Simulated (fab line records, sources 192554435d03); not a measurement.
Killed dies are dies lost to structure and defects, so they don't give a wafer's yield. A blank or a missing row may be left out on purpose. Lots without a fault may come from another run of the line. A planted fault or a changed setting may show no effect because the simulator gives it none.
One fault seen from 2 desks | flow n5_finfet | each desk has only its own numbers; what lay behind them comes last

THE TOOL OWNER'S DESK: pecvd-03
The tool's own readings at N5_BEOL_M12_ILD_DEP_00 (deposits SiOC from DEMS/O2, target thk 658.92 nm, time 130.7 s): means of the sampled wafers that have a number, for each lot that ran on this tool. A lot is out of limits, marked OUT, if its mean lies more than 4 standard deviations from the usual mean; the brackets give that distance.
Columns: A = heater_power_outer_w at N5_BEOL_M12_ILD_DEP_00, usual 251 W; B = heater_power_w at N5_BEOL_M12_ILD_DEP_00, usual 458 W; C = showerhead_plenum_p_Torr at N5_BEOL_M12_ILD_DEP_00, usual 5.699 Torr; D = throttle_valve_pct at N5_BEOL_M12_ILD_DEP_00, usual 12.1 %
lot  | first seen here | A   | B   | C     | D
L535 | day 10 09:37    | 267 | 448 | 5.694 | 12.5
L537 | day 10 14:44    | 223 | 395 | 5.691 | 12.4
L546 | day 13 16:06    | 187 | 343 | 5.681 | 12.4
L550 | day 14 03:16    | 258 | 429 | 5.684 | 12.5
L551 | day 14 07:39    | 276 | 439 | 5.679 | 12.5
This desk's finding: nothing out of limits on any of the 5 lots.

THE METROLOGY DESK
What the gauges read, lot by lot, whatever tool the lot ran on: means of the sampled wafers that have a number. A lot is out of limits, marked OUT, if its mean lies more than 4 standard deviations from the usual mean; the brackets give that distance.
Columns: A = M12_ILD_THK at N5_BEOL_M12_THK_MEAS_01, usual 662 nm
lot  | first seen here | A
L535 | day 10 09:46    | 646
L536 | day 10 11:01    | 657
L537 | day 10 14:52    | 653
L544 | day 13 06:25    | 660
L546 | day 13 16:14    | 657
L545 | day 13 17:32    | 671
L550 | day 14 03:24    | 654
L551 | day 14 07:47    | 668
L557 | day 16 07:43    | 660
This desk's finding: nothing out of limits on any of the 9 lots.

PUT TOGETHER
The tool owner's desk saw nothing out of limits.
The metrology desk saw nothing out of limits.

WHAT THE SIMULATOR HAD PUT IN
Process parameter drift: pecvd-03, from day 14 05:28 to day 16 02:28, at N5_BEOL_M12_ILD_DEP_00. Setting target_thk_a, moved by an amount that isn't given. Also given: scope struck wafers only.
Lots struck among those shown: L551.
